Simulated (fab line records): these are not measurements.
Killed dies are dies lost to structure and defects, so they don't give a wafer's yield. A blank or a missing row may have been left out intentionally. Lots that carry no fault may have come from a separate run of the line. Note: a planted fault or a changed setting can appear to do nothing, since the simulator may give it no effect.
fab line records	flow nand-harc
[record] lots = 24	wafers = 72	last-day = 33
route steps=1302 shown P_GATE@144 P_M0@275 P_M1@296
lots with no fault: from the same line, run without faults
start-h: hours from the record's opening day to when the first of the lot's shown wafers began	wait-h: hours from the lot's prior step to this one	" as in the row above	L1.1+2: one row covering several wafers at once	- no value, or no start given	* or withheld: withheld	< > ~ a bound
route shown NAME@n: names a module that has steps shown in the file, with the first one's number in the route	usual: mean and standard deviation over wafers with no fault	same: alike in all rows	chamber/n: place in a boat	sites: per-site readings	_std_site: how widely they spread, as a standard deviation	_edge_site: inner sites' mean taken away from outer sites' mean	radius-mm: for every site, how far away it sits from the centre of the wafer	mask NAME#n: copy n	behind: tool/chamber where the wafer was last shaped	hold: cause of the lot's hold/its duration in hours/its outcome	device: whichever transistor did not switch (one of n, p or np)	end of line: tests of these same wafers at the route's end	a step given without rows: its recipe and nothing more	killed: at the first sort, the dies lost to defects and structure; wafer yield is something else	map: per-die view of a wafer (x killed, . not killed, _ where there is no die)
set.NAME: setting as actually run; set.NAME@STEP: the setting as run at that earlier step	model.NAME: the simulator's own value behind a step, which no gauge read
route steps across a sampled set of lots; one table per step, one row per wafer
services: the hour from which a tool's chamber was out of use, counted from the record's first day as start-h (under 0 if before that day), plus the number of hours and why
[[steps]]
[step NHARC_P_GATE_DESCUM_31]
[recipe] time-s = 3	o2-flow-sccm = 200	ar-flow-sccm = 0	bias-power-w = 0	chemistry = O2
[usual] drypump-motor-current-A = 5.8/0.48	oes-product-au = 1.000/0.01	rf-vpp-V = 57.7/0.93	showerhead-plenum-p-Torr = 1.89/0.08	throttle-valve-pct = 11.311/0.009
lot.wafer	tool	chamber	start-h	wait-h	drypump-motor-current-A	oes-product-au	rf-hours-counter-h	rf-vpp-V	showerhead-plenum-p-Torr	throttle-valve-pct
L074.2	rie-diel-01	2	100.00	0.1	4.9	1.009	0.3	57.2	1.90	11.320
L074.3	"	3	"	"	5.8	0.990	0.3	58.0	1.93	11.304
L074.5	"	2	"	"	4.9	1.008	-	56.4	1.90	11.313
L075.2	rie-diel-02	3	110.62	0.1	5.3	0.998	5.0	58.6	2.01	11.312
L075.3	"	0	"	"	5.4	0.992	6.6	57.2	1.87	11.299
L075.5	"	3	"	"	5.3	0.998	-	57.8	2.01	11.323
L076.3	rie-diel-09	1	112.76	0.1	6.3	0.977	8.1	58.2	2.03	11.304
L076.6	"	3	"	"	6.3	1.005	-	56.6	1.79	11.301
L076.5	"	0	"	"	5.5	0.984	-	56.5	1.89	11.308
L077.2	rie-diel-09	2	132.86	0.1	6.1	1.012	8.1	56.6	1.79	11.319
L077.4	"	2	"	"	6.2	1.013	-	58.7	1.79	11.301
L077.6	"	3	"	"	6.3	1.007	-	56.9	1.79	11.303
L078.3	rie-diel-02	1	137.15	0.1	6.3	0.993	7.7	58.3	1.85	11.308
L078.4	"	2	"	"	5.4	0.991	5.4	57.0	1.78	11.323
L078.5	"	0	"	"	5.4	1.001	-	58.8	1.86	11.310
L079.2	rie-diel-02	1	146.00	0.3	6.3	0.999	8.7	57.4	1.85	11.311
L079.6	"	3	"	"	5.3	1.002	-	58.9	2.01	11.313
L079.5	"	0	"	"	5.4	1.012	-	56.8	1.86	11.314
L080.3	rie-diel-02	1	153.89	0.1	6.3	1.002	8.9	56.8	1.85	11.304
L080.4	"	3	"	"	5.3	1.011	7.7	59.2	2.01	11.310
L080.6	"	2	"	"	5.4	0.998	-	57.9	1.78	11.314
L081.4	rie-diel-01	1	169.56	0.1	6.2	1.004	3.5	56.2	1.84	11.314
L081.2	"	2	"	"	4.9	1.017	3.5	58.4	1.90	11.305
L081.6	"	0	"	"	6.4	0.999	-	57.8	1.96	11.321
L082.4	rie-diel-02	2	177.07	0.1	5.4	0.999	7.7	59.1	1.78	11.295
L082.2	"	0	"	"	5.4	1.006	10.5	58.4	1.86	11.312
L082.5	"	1	"	"	6.3	0.998	-	58.3	1.85	11.317
L084.3	rie-diel-02	3	193.49	0.1	5.3	1.007	9.6	58.2	2.01	11.313
L084.4	"	0	"	"	5.4	0.998	10.9	56.1	1.86	11.301
L084.6	"	1	"	"	6.3	0.992	-	56.4	1.85	11.297
L083.2	rie-diel-01	0	194.11	0.1	6.4	1.015	5.5	58.5	1.96	11.305
L083.3	"	0	"	"	6.4	1.000	-	56.8	1.96	11.296
L083.4	"	3	"	"	5.8	0.992	-	58.3	1.93	11.307
L085.2	rie-diel-09	0	205.62	0.1	5.5	0.982	4.3	58.8	1.89	11.308
L085.3	"	2	"	"	6.2	1.009	4.2	56.4	1.79	11.307
L085.5	"	1	"	"	6.3	0.984	-	58.2	2.02	11.332
L086.4	rie-diel-09	2	215.15	0.1	6.1	1.022	4.3	57.7	1.79	11.320
L086.6	"	1	"	"	6.3	0.995	-	58.1	2.02	11.315
L086.5	"	2	"	"	6.1	1.023	-	58.3	1.79	11.310
L089.2	rie-diel-02	0	243.29	0.1	5.4	0.995	0.8	57.1	1.86	11.315
L089.4	"	1	"	"	6.3	0.998	0.7	57.3	1.85	11.321
L089.3	"	2	"	"	5.4	0.996	1.2	58.4	1.78	11.303
L087.3	rie-diel-01	2	243.70	0.1	4.9	0.998	1.6	56.4	1.90	11.312
L087.4	"	3	"	"	5.7	0.995	1.8	58.4	1.93	11.323
L087.6	"	2	"	"	4.9	1.008	-	58.9	1.90	11.320
L088.2	rie-diel-02	2	243.98	0.1	5.5	1.005	1.3	57.7	1.78	11.327
L088.3	"	3	"	"	5.3	1.013	1.3	58.8	2.01	11.308
L088.6	"	0	"	"	5.4	1.020	-	57.1	1.86	11.307
L090.4	rie-diel-02	3	256.79	0.1	5.3	1.016	1.6	59.9	2.01	11.327
L090.6	"	3	"	"	5.3	1.024	-	57.8	2.01	11.291
L090.5	"	0	"	"	5.4	1.012	-	56.3	1.86	11.313
L091.3	rie-diel-02	3	268.97	0.1	5.3	1.021	1.8	58.2	2.01	11.314
L091.4	"	2	"	"	5.4	0.995	1.7	57.2	1.78	11.313
L091.5	"	3	"	"	5.3	1.010	-	58.4	2.01	11.301
L092.3	rie-diel-01	1	273.71	0.1	6.1	1.006	4.2	57.8	1.84	11.315
L092.4	"	2	"	"	4.9	1.018	3.3	57.5	1.90	11.315
L092.5	"	1	"	"	6.2	1.003	-	57.6	1.84	11.315
L093.1	rie-diel-09	0	284.76	0.1	5.5	1.002	7.2	58.4	1.89	11.320
L093.5	"	1	"	"	6.3	0.983	-	57.8	2.02	11.316
L093.6	"	2	"	"	6.1	1.014	-	57.0	1.79	11.335
L094.1	rie-diel-01	3	290.01	0.1	5.8	0.983	5.5	58.3	1.93	11.306
L094.3	"	0	"	"	6.4	0.982	6.8	58.3	1.95	11.319
L094.6	"	2	"	"	4.9	1.004	-	57.2	1.89	11.309
L095.1	rie-diel-09	0	308.22	0.1	5.5	0.980	7.9	58.2	1.89	11.314
L095.4	"	2	"	"	6.1	1.004	7.7	58.2	1.79	11.313
L095.5	"	1	"	"	6.3	0.976	-	58.5	2.02	11.296
L096.4	rie-diel-02	1	316.24	0.1	6.3	0.994	4.2	56.1	1.85	11.285
L096.2	"	0	"	"	5.4	0.989	3.8	57.0	1.86	11.313
L096.5	"	2	"	"	5.4	1.002	-	57.3	1.78	11.312
L097.3	rie-diel-01	3	324.93	0.1	5.8	0.991	7.2	57.1	1.93	11.319
L097.1	"	1	"	"	6.2	1.007	7.9	57.9	1.84	11.318
L097.5	"	3	"	"	5.7	0.986	-	57.5	1.93	11.313
[step NHARC_P_GATE_DESCUM_93]
[recipe] time-s = 3	o2-flow-sccm = 200	ar-flow-sccm = 0	bias-power-w = 0	chemistry = O2
[usual] drypump-motor-current-A = 5.8/0.5	oes-product-au = 0.999/0.011	rf-vpp-V = 57.7/0.85	showerhead-plenum-p-Torr = 1.89/0.075	throttle-valve-pct = 11.311/0.0098
lot.wafer	tool	chamber	start-h	wait-h	drypump-motor-current-A	oes-product-au	rf-hours-counter-h	rf-vpp-V	showerhead-plenum-p-Torr	throttle-valve-pct
L074.3	rie-diel-02	1	115.23	-	6.3	0.996	7	58.1	1.85	11.305
L074.2	"	2	"	"	5.4	0.983	4	56.3	1.78	11.315
L074.5	"	1	"	"	6.3	0.994	-	57.0	1.85	11.307
L075.2	rie-diel-09	3	126.27	-	6.3	1.006	9	56.4	1.79	11.314
L075.3	"	2	"	"	6.1	1.012	8	57.0	1.79	11.305
L075.5	"	2	"	"	6.1	1.016	-	56.9	1.79	11.319
L076.3	rie-diel-01	0	128.18	-	6.3	1.000	1	57.9	1.96	11.332
L076.6	"	1	"	"	6.2	0.998	-	57.1	1.84	11.306
L076.5	"	2	"	"	4.9	0.999	-	56.0	1.90	11.317
L077.2	rie-diel-01	0	150.50	-	6.4	0.994	3	57.2	1.96	11.308
L077.4	"	2	"	"	4.9	1.005	3	57.0	1.90	11.318
L077.6	"	0	"	"	6.4	0.984	-	57.9	1.96	11.318
L078.4	rie-diel-09	0	152.31	-	5.5	1.005	0	58.5	1.89	11.299
L078.3	"	3	"	"	6.3	1.032	0	56.5	1.79	11.322
L078.5	"	0	"	"	5.5	0.999	-	59.2	1.89	11.311
L079.2	rie-diel-02	3	163.98	-	5.3	1.021	8	59.2	2.01	11.315
L079.6	"	2	"	"	5.4	0.999	-	57.4	1.78	11.308
L079.5	"	3	"	"	5.3	1.008	-	58.0	2.01	11.322
L080.3	rie-diel-02	0	169.14	-	5.4	1.007	10	56.9	1.86	11.299
L080.4	"	3	"	"	5.3	1.003	8	58.4	2.01	11.314
L080.6	"	0	"	"	5.4	1.005	-	59.0	1.86	11.302
L081.2	rie-diel-01	3	184.98	-	5.8	0.994	5	57.0	1.93	11.325
L081.4	"	1	"	"	6.2	0.995	5	56.5	1.84	11.311
L081.6	"	0	"	"	6.4	1.003	-	58.8	1.96	11.296
L082.2	rie-diel-02	2	192.39	-	5.4	0.991	8	57.0	1.78	11.304
L082.4	"	3	"	"	5.3	0.999	10	56.9	2.01	11.309
L082.5	"	0	"	"	5.5	1.000	-	57.5	1.86	11.311
L084.3	rie-diel-09	1	208.95	-	6.3	0.987	5	59.4	2.02	11.316
L084.4	"	2	"	"	6.1	1.002	4	58.4	1.79	11.324
L084.6	"	2	"	"	6.1	1.001	-	59.9	1.79	11.313
L083.3	rie-diel-02	2	209.77	-	5.4	0.988	9	56.2	1.78	11.292
L083.4	"	3	"	"	5.3	1.002	11	59.2	2.01	11.324
L083.2	"	1	"	"	6.2	0.989	11	57.8	1.85	11.295
L085.2	rie-diel-09	3	220.87	-	6.3	1.012	4	56.9	1.78	11.314
L085.3	"	0	"	"	5.5	0.994	5	57.0	1.89	11.317
L085.5	"	2	"	"	6.1	1.020	-	57.0	1.79	11.317
L086.4	rie-diel-01	3	230.58	-	5.8	0.981	1	57.5	1.93	11.303
L086.6	"	3	"	"	5.8	0.979	-	56.8	1.93	11.289
L086.5	"	0	"	"	6.4	0.988	-	56.9	1.95	11.317
L087.4	rie-diel-01	1	258.80	-	6.1	1.000	3	57.3	1.84	11.319
L087.3	"	2	"	"	4.9	1.013	2	58.2	1.90	11.314
L087.6	"	2	"	"	4.9	0.997	-	56.6	1.90	11.324
L088.2	rie-diel-02	0	259.55	-	5.4	1.009	1	58.0	1.86	11.310
L088.3	"	3	"	"	5.3	1.018	2	57.9	2.01	11.336
L088.6	"	0	"	"	5.4	1.015	-	55.6	1.86	11.315
L089.3	rie-diel-01	0	261.07	-	6.4	0.987	3	58.3	1.95	11.322
L089.4	"	2	"	"	4.9	1.001	2	58.5	1.90	11.325
L089.2	"	3	"	"	5.7	0.988	2	58.6	1.93	11.309
L090.4	rie-diel-02	2	272.27	-	5.4	0.999	2	56.9	1.78	11.298
L090.5	"	0	"	"	5.4	1.002	-	57.6	1.86	11.306
L090.6	"	1	"	"	6.3	0.989	-	56.9	1.85	11.315
L091.4	rie-diel-09	1	284.33	-	6.3	0.999	8	58.0	2.02	11.315
L091.3	"	3	"	"	6.3	1.008	7	56.5	1.78	11.315
L091.5	"	2	"	"	6.1	1.017	-	58.3	1.79	11.296
L092.3	rie-diel-01	0	289.26	-	6.4	0.988	7	56.5	1.95	11.308
L092.5	"	2	"	"	4.9	1.004	-	57.2	1.90	11.320
L092.4	"	3	"	"	5.8	0.983	-	58.0	1.93	11.306
L093.1	rie-diel-01	3	300.16	-	5.8	0.985	7	57.5	1.93	11.313
L093.6	"	2	"	"	4.9	0.997	-	59.0	1.89	11.300
L093.5	"	3	"	"	5.8	0.985	-	58.1	1.93	11.312
L094.1	rie-diel-02	2	305.39	-	5.4	1.000	3	55.9	1.78	11.315
L094.3	"	3	"	"	5.3	1.015	3	57.7	2.01	11.316
L094.6	"	1	"	"	6.3	0.999	-	57.4	1.85	11.299
L095.1	rie-diel-01	1	323.69	-	6.2	1.005	8	57.1	1.84	11.318
L095.4	"	3	"	"	5.8	0.987	7	58.4	1.93	11.295
L095.5	"	0	"	"	6.4	0.996	-	57.6	1.95	11.327
L096.2	rie-diel-01	1	331.61	-	6.2	1.002	8	57.4	1.84	11.301
L096.4	"	2	"	"	4.9	1.010	8	58.4	1.89	11.308
L096.5	"	1	"	"	6.2	1.008	-	56.9	1.84	11.301
L097.3	rie-diel-09	3	340.36	-	6.3	1.006	0	57.1	1.78	11.311
L097.1	"	1	"	"	6.3	0.985	0	58.2	2.02	11.318
L097.5	"	3	"	"	6.3	1.009	-	56.9	1.78	11.316
[step NHARC_P_M0_PVD_21]
[recipe] target-thk-a = 300	chamber-pressure-pa = 5	power-w = 5000	substrate-temp-c = 30	time-s = 20.49	material = Cu
[usual] throttle-valve-pct = 29.5/1
lot.wafer	tool	chamber	start-h	wait-h	throttle-valve-pct
L074.3	pvd-sputter-03	-	-	-	28.2
L074.2	"	-	"	"	28.5
L074.5	"	-	"	"	31.4
L075.2	pvd-sputter-01	-	-	-	30.7
L075.3	"	-	"	"	29.7
L075.5	"	-	"	"	28.1
L076.3	pvd-sputter-03	-	-	-	28.6
L076.5	"	-	"	"	28.5
L076.6	"	-	"	"	31.6
L077.2	pvd-sputter-03	-	-	-	28.4
L077.4	"	-	"	"	28.4
L077.6	"	-	"	"	28.4
L078.4	pvd-sputter-02	-	-	-	30.1
L078.3	"	-	"	"	29.3
L078.5	"	-	"	"	30.1
L079.2	pvd-sputter-01	-	-	-	30.9
L079.5	"	-	"	"	29.6
L079.6	"	-	"	"	29.7
L080.3	pvd-sputter-01	-	-	-	30.7
L080.4	"	-	"	"	28.0
L080.6	"	-	"	"	29.6
L081.4	pvd-sputter-02	-	-	-	30.0
L081.2	"	-	"	"	30.4
L081.6	"	-	"	"	29.8
L082.2	pvd-sputter-01	-	-	-	28.1
L082.4	"	-	"	"	29.7
L082.5	"	-	"	"	28.0
L084.3	pvd-sputter-01	-	-	-	29.5
L084.4	"	-	"	"	28.2
L084.6	"	-	"	"	29.9
L083.3	pvd-sputter-02	-	-	-	29.3
L083.4	"	-	"	"	30.2
L083.2	"	-	"	"	29.7
L085.2	pvd-sputter-02	-	-	-	29.5
L085.3	"	-	"	"	30.1
L085.5	"	-	"	"	29.8
L086.4	pvd-sputter-01	-	-	-	31.0
L086.5	"	-	"	"	29.2
L086.6	"	-	"	"	29.9
L087.4	pvd-sputter-01	-	-	-	30.8
L087.3	"	-	"	"	28.3
L087.6	"	-	"	"	30.9
L088.2	pvd-sputter-03	-	-	-	28.0
L088.3	"	-	"	"	30.0
L088.6	"	-	"	"	28.0
L089.3	pvd-sputter-03	-	-	-	31.0
L089.4	"	-	"	"	30.0
L089.2	"	-	"	"	27.7
L090.4	pvd-sputter-03	-	-	-	30.1
L090.5	"	-	"	"	30.1
L090.6	"	-	"	"	27.8
L091.4	pvd-sputter-02	-	-	-	29.2
L091.3	"	-	"	"	30.4
L091.5	"	-	"	"	29.3
L092.3	pvd-sputter-02	-	-	-	30.5
L092.4	"	-	"	"	29.5
L092.5	"	-	"	"	29.3
L093.1	pvd-sputter-03	-	310.19	-	27.9
L093.5	"	-	"	"	30.8
L093.6	"	-	"	"	28.3
L094.3	pvd-sputter-02	-	-	-	30.3
L094.1	"	-	"	"	29.4
L094.6	"	-	"	"	29.6
L095.4	pvd-sputter-02	-	-	-	29.5
L095.1	"	-	"	"	29.6
L095.5	"	-	"	"	29.5
L096.2	pvd-sputter-03	-	-	-	30.0
L096.4	"	-	"	"	28.2
L096.5	"	-	"	"	30.9
L097.1	pvd-sputter-02	-	-	-	30.5
L097.3	"	-	"	"	29.7
L097.5	"	-	"	"	29.6
[step NHARC_P_M0_INSPECT_27]
[usual] raw-defect-count = 292/120
lot.wafer	tool	chamber	start-h	wait-h	raw-defect-count
L074.2	defect-inspect-02	-	126.73	0.0	251
L074.3	"	-	"	"	380
L074.5	"	-	"	"	208
L075.2	defect-inspect-01	-	137.69	0.0	176
L075.3	"	-	"	"	175
L075.5	"	-	"	"	212
L076.3	defect-inspect-01	-	140.17	0.0	501
L076.5	"	-	"	"	427
L076.6	"	-	"	"	333
L077.2	defect-inspect-02	-	162.70	0.0	164
L077.4	"	-	"	"	137
L077.6	"	-	"	"	122
L078.3	defect-inspect-02	-	163.83	0.0	419
L078.4	"	-	"	"	371
L078.5	"	-	"	"	239
L079.2	defect-inspect-01	-	175.33	0.0	152
L079.5	"	-	"	"	337
L079.6	"	-	"	"	519
L080.3	defect-inspect-02	-	180.54	0.0	409
L080.4	"	-	"	"	349
L080.6	"	-	"	"	365
L081.2	defect-inspect-02	-	196.36	0.0	212
L081.4	"	-	"	"	222
L081.6	"	-	"	"	353
L082.2	defect-inspect-02	-	203.61	0.0	477
L082.4	"	-	"	"	429
L082.5	"	-	"	"	561
L084.3	defect-inspect-01	-	220.40	0.0	229
L084.4	"	-	"	"	298
L084.6	"	-	"	"	178
L083.2	defect-inspect-02	-	221.25	0.0	220
L083.3	"	-	"	"	409
L083.4	"	-	"	"	241
L085.2	defect-inspect-01	-	232.22	0.0	293
L085.3	"	-	"	"	245
L085.5	"	-	"	"	335
L086.4	defect-inspect-02	-	242.45	0.0	260
L086.5	"	-	"	"	490
L086.6	"	-	"	"	547
L087.3	defect-inspect-01	-	270.76	0.0	200
L087.4	"	-	"	"	176
L087.6	"	-	"	"	141
L088.2	defect-inspect-01	-	271.09	0.0	150
L088.3	"	-	"	"	220
L088.6	"	-	"	"	202
L089.2	defect-inspect-01	-	272.79	0.0	450
L089.3	"	-	"	"	174
L089.4	"	-	"	"	184
L090.4	defect-inspect-01	-	283.49	0.0	218
L090.5	"	-	"	"	230
L090.6	"	-	"	"	180
L091.3	defect-inspect-02	-	295.76	0.0	292
L091.4	"	-	"	"	445
L091.5	"	-	"	"	361
L092.3	defect-inspect-02	-	300.78	0.0	520
L092.4	"	-	"	"	449
L092.5	"	-	"	"	724
L093.1	defect-inspect-02	-	311.58	0.0	157
L093.5	"	-	"	"	382
L093.6	"	-	"	"	251
L094.1	defect-inspect-01	-	316.59	0.0	455
L094.3	"	-	"	"	219
L094.6	"	-	"	"	304
L095.1	defect-inspect-01	-	335.26	0.0	262
L095.4	"	-	"	"	266
L095.5	"	-	"	"	206
L096.2	defect-inspect-01	-	342.90	0.0	170
L096.4	"	-	"	"	104
L096.5	"	-	"	"	143
L097.1	defect-inspect-01	-	351.96	0.0	221
L097.3	"	-	"	"	308
L097.5	"	-	"	"	205
[step NHARC_P_M0_DEP_32]
[recipe] target-thk-a = 300	temp-c = 370	target-thk-nm = 30	pressure-torr = 3	flow-sccm = 200	rf-w = 450	material = SiCN
[usual] heater-power-w = 621/85
lot.wafer	tool	chamber	start-h	wait-h	heater-power-w
L074.3	pecvd-01	0	126.92	0.1	566
L074.2	"	1	"	"	602
L074.5	"	0	"	"	557
L075.3	pecvd-03	0	137.84	0.1	483
L075.2	"	2	"	"	547
L075.5	"	0	"	"	473
L076.3	pecvd-03	0	140.55	0.1	409
L076.6	"	2	"	"	554
L076.5	"	0	"	"	408
L077.2	pecvd-03	0	162.93	0.1	428
L077.4	"	2	"	"	592
L077.6	"	0	"	"	423
L078.3	pecvd-02	0	164.06	0.1	771
L078.5	"	2	"	"	584
L078.4	"	0	"	"	789
L079.2	pecvd-03	0	175.56	0.1	496
L079.5	"	1	"	"	655
L079.6	"	2	"	"	544
L080.3	pecvd-01	2	180.77	0.1	652
L080.4	"	1	"	"	567
L080.6	"	2	"	"	650
L081.2	pecvd-02	0	196.73	0.1	686
L081.6	"	0	"	"	693
L081.4	"	1	"	"	673
L082.2	pecvd-03	1	203.85	0.1	707
L082.4	"	0	"	"	561
L082.5	"	1	"	"	705
L084.3	pecvd-01	0	220.59	0.1	581
L084.6	"	0	"	"	594
L084.4	"	1	"	"	559
L083.3	pecvd-02	1	221.43	0.1	767
L083.2	"	2	"	"	614
L083.4	"	1	"	"	763
L085.3	pecvd-03	1	232.41	0.1	778
L085.2	"	2	"	"	537
L085.5	"	1	"	"	779
L086.5	pecvd-02	1	242.72	0.2	750
L086.4	"	2	"	"	553
L086.6	"	0	"	"	707
L087.3	pecvd-02	0	270.90	0.1	724
L087.4	"	1	"	"	619
L087.6	"	2	"	"	540
L088.2	pecvd-02	2	271.24	0.1	557
L088.3	"	1	"	"	666
L088.6	"	0	"	"	702
L089.3	pecvd-02	2	272.93	0.1	506
L089.2	"	0	"	"	744
L089.4	"	0	"	"	759
L090.5	pecvd-01	0	283.77	0.2	501
L090.4	"	1	"	"	666
L090.6	"	2	"	"	574
L091.3	pecvd-01	1	295.95	0.1	551
L091.5	"	0	"	"	607
L091.4	"	1	"	"	564
L092.3	pecvd-03	0	300.92	0.1	517
L092.5	"	0	"	"	547
L092.4	"	1	"	"	702
L093.1	pecvd-02	2	311.81	0.1	547
L093.6	"	0	"	"	617
L093.5	"	1	"	"	762
L094.1	pecvd-02	2	316.78	0.1	557
L094.3	"	0	"	"	655
L094.6	"	0	"	"	622
L095.1	pecvd-03	1	335.50	0.1	772
L095.4	"	2	"	"	605
L095.5	"	1	"	"	779
L096.2	pecvd-01	0	343.05	0.1	565
L096.5	"	1	"	"	607
L096.4	"	2	"	"	604
L097.3	pecvd-02	0	352.15	0.1	708
L097.1	"	1	"	"	737
L097.5	"	0	"	"	708
[step NHARC_P_M1_OVL_MEAS_10]
[recipe] pitch-nm = 260
[usual] overlay-x-nm = 0.0/0.5	overlay-y-nm = 0.0/0.95
lot.wafer	tool	chamber	start-h	wait-h	overlay-x-nm	overlay-y-nm
L074.2	overlay-02	-	128.21	-	1.3	-0.4
L074.3	"	-	"	"	1.0	-0.1
L074.5	"	-	"	"	0.8	0.1
L075.2	overlay-02	-	139.17	-	-0.6	0.2
L075.3	"	-	"	"	-0.2	0.5
L075.5	"	-	"	"	-0.4	0.8
L076.3	overlay-01	-	141.77	-	0.3	1.8
L076.5	"	-	"	"	0.0	1.4
L076.6	"	-	"	"	0.4	1.2
L077.2	overlay-01	-	164.06	-	-0.9	0.2
L077.4	"	-	"	"	-1.1	0.3
L077.6	"	-	"	"	-0.3	0.3
L078.3	overlay-02	-	165.33	-	0.1	-0.6
L078.4	"	-	"	"	0.4	-1.0
L078.5	"	-	"	"	0.3	-0.5
L079.2	overlay-01	-	176.69	-	0.7	-1.3
L079.5	"	-	"	"	1.0	-2.2
L079.6	"	-	"	"	0.2	-1.1
L080.3	overlay-01	-	182.02	-	0.4	-0.3
L080.4	"	-	"	"	0.9	-0.7
L080.6	"	-	"	"	0.4	-1.0
L081.2	overlay-01	-	198.14	-	0.0	1.1
L081.4	"	-	"	"	-0.2	0.2
L081.6	"	-	"	"	-0.6	0.8
L082.2	overlay-01	-	204.97	-	0.4	0.7
L082.4	"	-	"	"	0.0	0.9
L082.5	"	-	"	"	0.0	0.3
L084.3	overlay-02	-	221.89	-	0.1	0.3
L084.4	"	-	"	"	0.1	0.1
L084.6	"	-	"	"	-0.1	0.3
L083.2	overlay-01	-	222.72	-	-0.6	0.1
L083.3	"	-	"	"	-0.2	0.9
L083.4	"	-	"	"	-1.0	0.0
L085.2	overlay-02	-	233.92	-	0.6	1.0
L085.3	"	-	"	"	0.5	0.5
L085.5	"	-	"	"	0.5	0.8
L086.4	overlay-02	-	243.95	-	0.0	-1.4
L086.5	"	-	"	"	-0.1	-1.0
L086.6	"	-	"	"	-0.4	-0.9
L087.3	overlay-02	-	272.22	-	-0.1	1.0
L087.4	"	-	"	"	-0.4	0.9
L087.6	"	-	"	"	0.1	0.1
L088.2	overlay-01	-	272.58	-	0.1	-0.3
L088.3	"	-	"	"	-0.3	0.0
L088.6	"	-	"	"	0.0	-0.2
L089.2	overlay-02	-	274.26	-	-1.1	-1.2
L089.3	"	-	"	"	-0.6	-1.3
L089.4	"	-	"	"	-0.8	-1.3
L090.4	overlay-01	-	284.85	-	-0.2	-0.8
L090.5	"	-	"	"	0.2	-1.6
L090.6	"	-	"	"	1.0	-1.7
L091.3	overlay-02	-	297.25	-	-0.3	-0.8
L091.4	"	-	"	"	-0.4	-0.7
L091.5	"	-	"	"	-0.4	-1.1
L092.3	overlay-02	-	302.28	-	0.4	-1.1
L092.4	"	-	"	"	0.7	-1.8
L092.5	"	-	"	"	0.7	-1.4
L093.1	overlay-02	-	313.06	-	0.0	0.5
L093.5	"	-	"	"	0.4	1.0
L093.6	"	-	"	"	-0.1	0.9
L094.1	overlay-01	-	318.06	-	0.1	1.7
L094.3	"	-	"	"	-0.9	1.4
L094.6	"	-	"	"	-0.4	2.0
L095.1	overlay-01	-	336.62	-	-0.5	0.3
L095.4	"	-	"	"	-0.5	0.6
L095.5	"	-	"	"	-1.0	0.5
L096.2	overlay-02	-	344.39	-	-0.2	-0.9
L096.4	"	-	"	"	-0.1	-1.3
L096.5	"	-	"	"	0.8	-1.1
L097.1	overlay-01	-	353.57	-	-0.1	0.4
L097.3	"	-	"	"	0.6	-0.3
L097.5	"	-	"	"	0.8	0.4
[[services]]
tool	chamber	start-h	hours	kind
rie-diel-01	3	91.89	1.6	repair
pvd-sputter-02	-	104.00	10.0	pm
rie-diel-09	0	118.59	10.0	repair
rie-diel-09	0	129.41	5.3	repair
pecvd-03	-	130.21	1.0	repair
pecvd-03	-	142.50	11.9	repair
rie-diel-09	-	143.10	9.0	pm
pvd-sputter-03	-	170.00	10.0	pm
pecvd-03	-	185.05	13.0	pm
rie-diel-01	1	188.75	5.8	repair
rie-diel-01	2	190.47	18.8	repair
rie-diel-01	-	203.99	9.0	pm
rie-diel-02	-	216.70	9.0	pm
pvd-sputter-02	-	221.84	8.3	repair
pecvd-02	-	227.00	13.0	pm
pvd-sputter-02	-	282.01	10.0	pm
pecvd-02	-	288.22	0.7	repair
rie-diel-01	1	288.30	1.6	repair
pecvd-02	0	293.24	2.4	repair
rie-diel-09	-	320.10	9.0	pm
rie-diel-01	-	339.86	0.5	repair
rie-diel-01	-	342.83	2.2	repair
pvd-sputter-03	-	348.00	10.0	pm
pecvd-03	-	348.66	0.8	repair
[[key]]
fault none
